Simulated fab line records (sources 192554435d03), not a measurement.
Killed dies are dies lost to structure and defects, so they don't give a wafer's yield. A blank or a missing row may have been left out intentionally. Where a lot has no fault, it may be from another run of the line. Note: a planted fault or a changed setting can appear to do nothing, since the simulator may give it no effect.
Chamber matching ; flow n5Finfet ; N5_BEOL_M6_STRIP_19 on rieDiel-01 has 4 sister chambers
The step strips in O2. 14 wafers are shown with their chamber, then 7 later ones without.

== WAFERS WITH THEIR CHAMBER ==
wafer;chamber;drypumpMotorCurrentA (A);showerheadPlenumPTorr (Torr);throttleValvePct (%)
L078.1;3;4.8;2.08;16.68
L078.2;0;4.9;2.05;16.42
L078.6;1;4.7;2.16;16.79
L079.1;0;4.9;2.05;16.44
L079.4;1;4.7;2.16;16.82
L079.5;0;4.9;2.05;16.44
L081.2;1;4.7;2.15;16.81
L081.4;3;4.9;2.07;16.30
L081.6;1;4.7;2.15;16.80
L085.1;2;6.3;2.04;16.38
L085.3;0;4.9;2.04;16.49
L085.6;0;4.9;2.04;16.47
L087.1;0;4.9;2.04;16.47
L087.4;1;4.7;2.15;16.85

SIGNATURES (averages over the wafers above)
reading;chamber 0;chamber 1;chamber 2;chamber 3;scatter within a chamber
drypumpMotorCurrentA;4.900;4.700;6.300;4.850;0.0224
showerheadPlenumPTorr;2.0450;2.1540;2.0400;2.0750;0.00566
throttleValvePct;16.4550;16.8140;16.3800;16.4900;0.0881
Rule: a wafer lies at a distance from a chamber equal to the root of the sum of squares, over the readings, of (its reading less the chamber's mean, divided by the reading's scatter). If the next closest chamber is less than 2 further off than the closest, the wafer can't be placed; otherwise it belongs to the closest. The scatter is the square root of a quotient: the sum, over the shown wafers, of each reading's squared deviation from its chamber's mean, divided by wafers minus chambers.

== WAFERS WHOSE CHAMBER IS MISSING ==
wafer;drypumpMotorCurrentA (A);showerheadPlenumPTorr (Torr);throttleValvePct (%)
L087.6;4.9;2.04;16.48
L089.2;4.9;2.04;16.48
L089.5;4.8;2.07;16.33
L089.6;4.9;2.04;16.50
L092.2;4.7;2.14;16.86
L092.3;6.3;2.03;16.41
L092.5;4.9;2.06;16.35

== CHAMBER TAKEN BY EACH ==
wafer;from the rows above;in truth
L087.6;0;0
L089.2;0;0
L089.5;3;3
L089.6;0;0
L092.2;1;1
L092.3;2;2
L092.5;can't be placed: 0 or 3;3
Correct placement for 6 of the 7. Not placeable from these rows: 1 (in 1, the candidates include the true chamber). Placed wrongly: 0.
